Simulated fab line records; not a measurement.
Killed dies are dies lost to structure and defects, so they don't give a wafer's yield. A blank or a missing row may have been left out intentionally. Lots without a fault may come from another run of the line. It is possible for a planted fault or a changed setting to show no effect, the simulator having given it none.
Matching of chambers || flow n5 finfet || 4 sister chambers for N5_BEOL_M14_DESCUM_15 on rie diel-04
The step chemistry O2, time 7.9 s. 16 wafers are shown with their chamber, then 8 later ones without.

== WAFERS WITH THEIR CHAMBER ==
{"wafer": "L075.1", "chamber": 0, "showerhead plenum p Torr (Torr)": 2.17, "drypump motor current A (A)": 6.1, "throttle valve pct (%)": 20.64}
{"wafer": "L075.4", "chamber": 2, "showerhead plenum p Torr (Torr)": 2.05, "drypump motor current A (A)": 6.0, "throttle valve pct (%)": 20.44}
{"wafer": "L075.5", "chamber": 2, "showerhead plenum p Torr (Torr)": 2.05, "drypump motor current A (A)": 6.0, "throttle valve pct (%)": 20.42}
{"wafer": "L078.1", "chamber": 3, "showerhead plenum p Torr (Torr)": 2.02, "drypump motor current A (A)": 5.5, "throttle valve pct (%)": 20.58}
{"wafer": "L078.5", "chamber": 3, "showerhead plenum p Torr (Torr)": 2.02, "drypump motor current A (A)": 5.5, "throttle valve pct (%)": 20.60}
{"wafer": "L078.6", "chamber": 2, "showerhead plenum p Torr (Torr)": 2.05, "drypump motor current A (A)": 6.0, "throttle valve pct (%)": 20.44}
{"wafer": "L083.2", "chamber": 3, "showerhead plenum p Torr (Torr)": 2.02, "drypump motor current A (A)": 5.5, "throttle valve pct (%)": 20.59}
{"wafer": "L083.3", "chamber": 1, "showerhead plenum p Torr (Torr)": 1.97, "drypump motor current A (A)": 5.1, "throttle valve pct (%)": 20.71}
{"wafer": "L083.5", "chamber": 1, "showerhead plenum p Torr (Torr)": 1.97, "drypump motor current A (A)": 5.2, "throttle valve pct (%)": 20.70}
{"wafer": "L084.2", "chamber": 0, "showerhead plenum p Torr (Torr)": 2.16, "drypump motor current A (A)": 6.1, "throttle valve pct (%)": 20.31}
{"wafer": "L084.3", "chamber": 3, "showerhead plenum p Torr (Torr)": 2.02, "drypump motor current A (A)": 5.5, "throttle valve pct (%)": 20.62}
{"wafer": "L084.5", "chamber": 0, "showerhead plenum p Torr (Torr)": 2.16, "drypump motor current A (A)": 6.2, "throttle valve pct (%)": 20.31}
{"wafer": "L086.2", "chamber": 1, "showerhead plenum p Torr (Torr)": 1.97, "drypump motor current A (A)": 5.1, "throttle valve pct (%)": 20.73}
{"wafer": "L086.3", "chamber": 0, "showerhead plenum p Torr (Torr)": 2.16, "drypump motor current A (A)": 6.2, "throttle valve pct (%)": 20.33}
{"wafer": "L086.6", "chamber": 0, "showerhead plenum p Torr (Torr)": 2.16, "drypump motor current A (A)": 6.1, "throttle valve pct (%)": 20.33}
{"wafer": "L087.1", "chamber": 0, "showerhead plenum p Torr (Torr)": 2.16, "drypump motor current A (A)": 6.1, "throttle valve pct (%)": 20.34}

SIGNATURES (means of the wafers above)
{"reading": "showerhead plenum p Torr", "chamber 0": 2.1617, "chamber 1": 1.9700, "chamber 2": 2.0500, "chamber 3": 2.0200, "scatter within a chamber": 0.00264}
{"reading": "drypump motor current A", "chamber 0": 6.133, "chamber 1": 5.133, "chamber 2": 6.000, "chamber 3": 5.500, "scatter within a chamber": 0.0408}
{"reading": "throttle valve pct", "chamber 0": 20.3767, "chamber 1": 20.7133, "chamber 2": 20.4333, "chamber 3": 20.5975, "scatter within a chamber": 0.0844}
Rule: a wafer lies at a distance from a chamber equal to the root of the sum of squares, over the readings, of (its reading less the chamber's mean, divided by the reading's scatter). If the next closest chamber is less than 2 further off than the closest, the wafer can't be placed; otherwise it belongs to the closest. The scatter: take each reading less its chamber's mean, square it, sum over the shown wafers, divide by the number of wafers less the number of chambers, and take the root.

== WAFERS WITH NO CHAMBER GIVEN ==
{"wafer": "L087.5", "showerhead plenum p Torr (Torr)": 2.16, "drypump motor current A (A)": 6.1, "throttle valve pct (%)": 20.33}
{"wafer": "L087.6", "showerhead plenum p Torr (Torr)": 2.01, "drypump motor current A (A)": 5.5, "throttle valve pct (%)": 20.61}
{"wafer": "L089.1", "showerhead plenum p Torr (Torr)": 1.97, "drypump motor current A (A)": 5.1, "throttle valve pct (%)": 20.72}
{"wafer": "L089.3", "showerhead plenum p Torr (Torr)": 2.04, "drypump motor current A (A)": 6.0, "throttle valve pct (%)": 20.16}
{"wafer": "L089.5", "showerhead plenum p Torr (Torr)": 1.97, "drypump motor current A (A)": 5.1, "throttle valve pct (%)": 20.73}
{"wafer": "L093.2", "showerhead plenum p Torr (Torr)": 2.04, "drypump motor current A (A)": 6.0, "throttle valve pct (%)": 20.16}
{"wafer": "L093.4", "showerhead plenum p Torr (Torr)": 2.01, "drypump motor current A (A)": 5.5, "throttle valve pct (%)": 20.63}
{"wafer": "L093.5", "showerhead plenum p Torr (Torr)": 2.04, "drypump motor current A (A)": 6.0, "throttle valve pct (%)": 20.15}

== THE CHAMBER EACH PASSED THROUGH ==
{"wafer": "L087.5", "from the rows above": 0, "in truth": 0}
{"wafer": "L087.6", "from the rows above": 3, "in truth": 3}
{"wafer": "L089.1", "from the rows above": 1, "in truth": 1}
{"wafer": "L089.3", "from the rows above": 2, "in truth": 2}
{"wafer": "L089.5", "from the rows above": 1, "in truth": 1}
{"wafer": "L093.2", "from the rows above": 2, "in truth": 2}
{"wafer": "L093.4", "from the rows above": 3, "in truth": 3}
{"wafer": "L093.5", "from the rows above": 2, "in truth": 2}
Correct placement for 8 of the 8. Left unplaced by these rows: 0. 0 placed wrongly.
